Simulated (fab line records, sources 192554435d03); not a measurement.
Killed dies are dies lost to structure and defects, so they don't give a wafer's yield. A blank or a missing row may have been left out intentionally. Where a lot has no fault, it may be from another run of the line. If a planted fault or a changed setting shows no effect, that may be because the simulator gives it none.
Chamber matching + flow n5_finfet + rie_diel-06 running N5_BEOL_M8_STRIP_36: 4 sister chambers
The step strips in N2/H2. 4 wafers are shown with their chamber, then 7 later ones without.

WAFERS WITH THEIR CHAMBER
| wafer  | chamber | throttle_valve_pct (%) |
|--------|---------|------------------------|
| L078.2 | 3       | 23.50                  |
| L080.2 | 2       | 23.47                  |
| L082.2 | 0       | 23.26                  |
| L082.5 | 1       | 23.76                  |

WAFERS WITH NO CHAMBER GIVEN
| wafer  | throttle_valve_pct (%) |
|--------|------------------------|
| L082.6 | 23.49                  |
| L091.1 | 23.77                  |
| L091.3 | 23.32                  |
| L091.4 | 23.53                  |
| L095.1 | 23.57                  |
| L095.3 | 23.33                  |
| L095.4 | 23.34                  |

WHICH CHAMBER EACH ONE RAN IN
| wafer  | from the rows above          | in truth |
|--------|------------------------------|----------|
| L082.6 | can't be placed: 3 or 2      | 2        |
| L091.1 | 1                            | 1        |
| L091.3 | can't be placed: 0 or 2      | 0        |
| L091.4 | can't be placed: 3 or 2      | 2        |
| L095.1 | can't be placed: 3 or 2      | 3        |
| L095.3 | can't be placed: 0 or 2 or 3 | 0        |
| L095.4 | can't be placed: 0 or 2 or 3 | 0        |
1 of 7 placed correctly. Not placeable from these rows: 6 (in 6, the candidates include the true chamber). Placed wrongly: 0.
How it was worked out, from the rows above alone: a wafer's distance from a chamber is the root of the sum, over the readings, of the square of ((its reading less the chamber's mean) divided by the reading's scatter). The wafer belongs to the nearest chamber; if the next one is less than 2 further off, it can't be placed. Each chamber's mean is taken over the wafers shown for it. The scatter: with one shown wafer a chamber, the root of the mean of the squares of how far each hidden wafer lies from its nearest shown one.
